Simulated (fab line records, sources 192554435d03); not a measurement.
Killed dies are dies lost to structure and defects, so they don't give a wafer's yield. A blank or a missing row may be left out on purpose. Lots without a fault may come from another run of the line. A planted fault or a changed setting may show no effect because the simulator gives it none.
A struck lot beside a sound one | flow n5_finfet | 15 steps out of a route of 1938
Sound: wafers L328.1, L328.4, L328.5. Struck: wafer L336.1. (L336.2, L336.5 of the same lot were not struck and are left out.) The cause comes at the end.
At each step with rows: each side's tool, then ch and its chambers, then its first start. Under that, the readings that differ: sound wafers | struck wafers | difference of the means | sigmas: that difference in standard deviations of wafers without a fault.
alike: readings whose means differ by less than 2 such deviations, and words and numbers that are the same on both sides. not compared: withheld readings, readings that some wafer has no value for, bounds like >300 that may hide the same value, and numbers for which the record gives no deviation and whose values overlap.
The two part at a step that has a row with sigmas, a row that says differs or no value, or rows on one side only. Numbers that don't overlap but have no deviation are shown without sigmas and don't part them. A reading that every wafer of one side lacks parts them only if that side has two wafers or more.

first, 1 step without rows for these wafers: N5_SD_EPI_N_STRIP_47 (strips in CHF3/O2).
N5_SD_EPI_N_SD_RECESS_17: chemistry HBr/Cl2/O2, target depth 41 nm, time 23.7 s, bt time 3 s.
  sound on rie_si-01 ch 0,2,3, day 5 05:05; struck on rie_si-01 ch 1, day 6 23:44
  reading                | sound             | struck | difference | sigmas
  throttle_valve_pct (%) | 36.92 36.86 37.37 | 37.69  | +0.64      | +2
  alike: drypump_motor_current_A, he_backside_leak_sccm, oes_product_au
  not compared: rf_hours_counter_h
N5_SD_EPI_N_STRIP_38: strips in N2/H2.
  sound on plasma_asher-01 ch 0, day 5 05:11; struck on plasma_asher-02 ch 1, day 6 23:50
  alike: drypump_motor_current_A, heater_power_w, oes_product_au
  not compared: rf_hours_counter_h
then, 4 steps without rows for these wafers: N5_SD_EPI_N_WET_ETCH_43 (etches SiO2 in dHF, time 14 s, target depth 1.5 nm); N5_SD_EPI_N_STRIP_18 (strips in SPM, time 750 s); N5_SD_EPI_N_SRD_20 (time 30 s); N5_SD_EPI_N_PRECLEAN_48 (cleans in NF3:NH3, afs cycles 2, time 20 s, sublimation time 60 s).
N5_SD_EPI_N_VAPOR_ETCH_50: etches Si in HCl, time 54 s.
  sound on epi_rpcvd-01 ch 0, day 5 05:54; struck on epi_rpcvd-01 ch 0, day 7 00:33
  alike: chamber_pressure_Torr, throttle_valve_pct
then, 1 step without rows for these wafers: N5_SD_EPI_N_EPI_21 (deposits Si:P, time 690 s).
N5_SD_EPI_N_EPI_MEAS_23:
  sound on film_metro-02, day 5 07:47; struck on film_metro-01, day 7 02:27
  alike: thk_nm
then, 2 steps without rows for these wafers: N5_SD_EPI_N_PRECLEAN_24 (cleans in O3/DIW, time 60 s); N5_SD_EPI_N_SRD_25 (time 30 s).
N5_SD_EPI_N_PRECLEAN_49: cleans in NF3:NH3, afs cycles 1, time 20 s, sublimation time 60 s.
  sound on remote_plasma-01 ch 0, day 5 07:54; struck on remote_plasma-01 ch 0, day 7 02:33
  reading    | sound    | struck | difference | sigmas
  time_s (s) | 20 20 20 | 14.905 | -5.095     |
N5_SD_EPI_N_LINER_46: material SiNx, target thk 3 nm.
  sound on ald_sin-01 ch 0,2,3, day 5 08:06; struck on ald_sin-02 ch 3, day 7 02:57
  alike: chamber_pressure_Torr, heater_power_w
then, 1 step without rows for these wafers: N5_PASSIVATION_PROBE_49.

WHERE THEY PART
Only at N5_SD_EPI_N_SD_RECESS_17, within this record. Later steps at which nothing parts them and some readings are alike: N5_SD_EPI_N_STRIP_38, N5_SD_EPI_N_VAPOR_ETCH_50, N5_SD_EPI_N_EPI_MEAS_23, N5_SD_EPI_N_LINER_46.

WHY: what the simulator had put in
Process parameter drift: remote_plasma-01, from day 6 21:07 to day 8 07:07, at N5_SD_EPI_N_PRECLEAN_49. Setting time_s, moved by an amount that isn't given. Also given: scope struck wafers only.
